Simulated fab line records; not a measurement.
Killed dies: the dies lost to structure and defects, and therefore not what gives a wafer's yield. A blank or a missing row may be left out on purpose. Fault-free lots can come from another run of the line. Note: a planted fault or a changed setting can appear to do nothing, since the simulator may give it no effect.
Which tool is to blame? -- flow nand-harc -- Sampling: 7 lots, 21 wafers, 2 of 1159 route steps

## WHAT EACH GAUGE READ, for each wafer
NHARC_A_ONON_D1_THK_MEAS_14: measures by ellipsometry.
lot,measured,on,thk-nm (nm)
L936,day 8 09:05,film-metro-02,1015 1017 1017
L938,day 8 12:21,film-metro-01,1009 1009 1008
L940,day 9 10:12,film-metro-01,997 998 999
L946,day 10 21:19,film-metro-02,995 996 997
L951,day 12 02:56,film-metro-01,1356 1001 1355
L953,day 12 18:44,film-metro-01,1362 1008 1359
L956,day 13 11:05,film-metro-01,982 983 982

## TOOL THAT RAN EACH LOT (tool first, then ch and the chambers of the sampled wafers, then the start)
lot,NHARC_A_ONON_D1_DEP_12
L936,"pecvd-onon-02 ch 0, day 8 08:34"
L938,"pecvd-onon-04 ch 0, day 8 11:51"
L940,"pecvd-onon-02 ch 0, day 9 09:45"
L946,"pecvd-onon-02 ch 0, day 10 20:49"
L951,"pecvd-onon-02 ch 0, day 12 02:29"
L953,"pecvd-onon-02 ch 0, day 12 18:17"
L956,"pecvd-onon-04 ch 0, day 13 10:34"
- NHARC_A_ONON_D1_DEP_12: target thk 1000 nm.

## THE ANSWER, worked out from the rows above alone
Rule: the lots themselves supply what counts as usual. Put in order of their means at a reading, lots are off if they are a third of the lots or fewer, leave a main group of 4 or more, and stand apart from it by a gap of 3 or more times the standard deviation of the main group's means; of several such gaps the widest counts. If all means in a main group match to the digits the tables above print for the reading, that group is not used. Also off: a lot with no number at a reading for which 4 or more lots have one. All remaining lots with rows at the step are treated as sound.
Off: L951, L953 (NHARC_A_ONON_D1_THK_MEAS_14, thk-nm). For the main group the mean is 1000 nm and the standard deviation 12.
If a tool, at a process step before that reading, ran all the lots that are off and no sound lot after the first of them, it fits. The gauges at NHARC_A_ONON_D1_THK_MEAS_14 are tried like those tools. One fits: NHARC_A_ONON_D1_DEP_12 on pecvd-onon-02. Its last sound lot is L946 (day 10 20:49), its first lot that is off L951 (day 12 02:29): a fault that began between those two fits.

## WHAT THE SIMULATOR HAD INSERTED
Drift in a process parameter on pecvd-onon-02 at NHARC_A_ONON_D1_DEP_12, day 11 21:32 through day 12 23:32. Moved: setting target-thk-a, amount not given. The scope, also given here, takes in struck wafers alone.
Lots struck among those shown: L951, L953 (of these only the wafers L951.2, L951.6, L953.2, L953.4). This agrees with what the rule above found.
